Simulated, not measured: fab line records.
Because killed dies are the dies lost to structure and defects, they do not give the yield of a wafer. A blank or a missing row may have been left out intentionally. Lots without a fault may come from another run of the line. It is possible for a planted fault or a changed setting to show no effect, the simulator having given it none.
Chamber matching ; flow n5-finfet ; N5_BEOL_M15_TRENCH_ETCH_34 on rie-diel-06 has 4 sister chambers
The step etches SiO2 in C4F8/O2/Ar, target depth 872.93 nm, time 199 s. 7 wafers are shown with their chamber, then 8 later ones without.

== WAFERS, EACH WITH ITS CHAMBER ==
wafer;chamber;rf-vpp-V (V);showerhead-plenum-p-Torr (Torr)
L083.5;3;2178;3.28
L085.3;1;2302;3.64
L085.5;1;2301;3.64
L087.2;0;2239;3.32
L087.4;2;2195;3.53
L087.6;0;2237;3.32
L090.1;2;2197;3.52

== WAFERS WITHOUT THEIR CHAMBER ==
wafer;rf-vpp-V (V);showerhead-plenum-p-Torr (Torr)
L090.5;2197;3.52
L090.6;2302;3.63
L094.4;2177;3.28
L094.5;2238;3.31
L094.6;2197;3.52
L097.1;2237;3.31
L097.4;2177;3.27
L097.5;2196;3.51

== THE CHAMBER EACH PASSED THROUGH ==
wafer;from the rows above;in truth
L090.5;2;2
L090.6;1;1
L094.4;3;3
L094.5;0;0
L094.6;2;2
L097.1;0;0
L097.4;3;3
L097.5;2;2
Correctly placed: 8 of 8. Left unplaced by these rows: 0. Number placed wrongly: 0.
How it was worked out, from the rows above alone: a wafer's distance from a chamber is the root of the sum, over the readings, of the square of ((its reading less the chamber's mean) divided by the reading's scatter). If the next closest chamber is less than 2 further off than the closest, the wafer can't be placed; otherwise it belongs to the closest. A chamber's mean is the mean of its shown wafers. The scatter: the root of (the sum of the squares of (reading less its chamber's mean) over the shown wafers, divided by (wafers less chambers)).
